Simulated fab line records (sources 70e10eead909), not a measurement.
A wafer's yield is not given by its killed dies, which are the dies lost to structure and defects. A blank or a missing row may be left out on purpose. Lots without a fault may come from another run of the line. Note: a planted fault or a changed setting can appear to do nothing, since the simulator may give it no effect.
Which tool is to blame? || flow nandHarc || 12 lots (36 wafers sampled), 1 step of a 1302-step route

## WHAT EACH GAUGE READ, for each wafer
NHARC_P_M2_CD_MEAS_09: target cd 170 nm.
{"lot": "L075", "measured": "day 6 17:11", "on": "cdSem-01", "cdNm (nm)": "172.1 171.4 170.9"}
{"lot": "L077", "measured": "day 7 16:17", "on": "cdSem-03", "cdNm (nm)": "170.9 170.1 170.8"}
{"lot": "L079", "measured": "day 8 09:22", "on": "cdSem-03", "cdNm (nm)": "168.1 168.6 169.3"}
{"lot": "L081", "measured": "day 9 12:35", "on": "cdSem-01", "cdNm (nm)": "170.0 169.9 169.3"}
{"lot": "L083", "measured": "day 10 12:01", "on": "cdSem-01", "cdNm (nm)": "169.4 169.3 169.1"}
{"lot": "L085", "measured": "day 10 20:04", "on": "cdSem-02", "cdNm (nm)": "168.7 168.8 170.0"}
{"lot": "L087", "measured": "day 11 18:52", "on": "cdSem-02", "cdNm (nm)": "169.3 168.3 170.2"}
{"lot": "L088", "measured": "day 12 15:57", "on": "cdSem-03", "cdNm (nm)": "171.1 170.0 171.2"}
{"lot": "L091", "measured": "day 13 11:40", "on": "cdSem-03", "cdNm (nm)": "169.5 171.0 169.4"}
{"lot": "L093", "measured": "day 14 07:04", "on": "cdSem-02", "cdNm (nm)": "169.0 168.7 169.7"}
{"lot": "L095", "measured": "day 15 02:19", "on": "cdSem-02", "cdNm (nm)": "170.4 170.6 170.9"}
{"lot": "L097", "measured": "day 16 01:48", "on": "cdSem-01", "cdNm (nm)": "168.3 169.4 169.8"}

## WHICH TOOL RAN EACH LOT (tool, then ch and the chambers of the sampled wafers, then the start)
Record: no process step prior to these readings.

## THE ANSWER, worked out from the rows above alone
Rule: the usual values come from the lots themselves. Put in order of their means at a reading, lots are off if they are a third of the lots or fewer, leave a main group of 4 or more, and stand apart from it by a gap of 3 or more times the standard deviation of the main group's means; of several such gaps the widest counts. If all means in a main group match to the digits the tables above print for the reading, that group is not used. A lot without any number at a reading at which 4 lots or more have one is off too. Where the step has rows for the other lots, those lots are counted as sound.
None of the lots is off at any reading shown; this tells nothing.

## WHAT WAS PUT IN BY THE SIMULATOR
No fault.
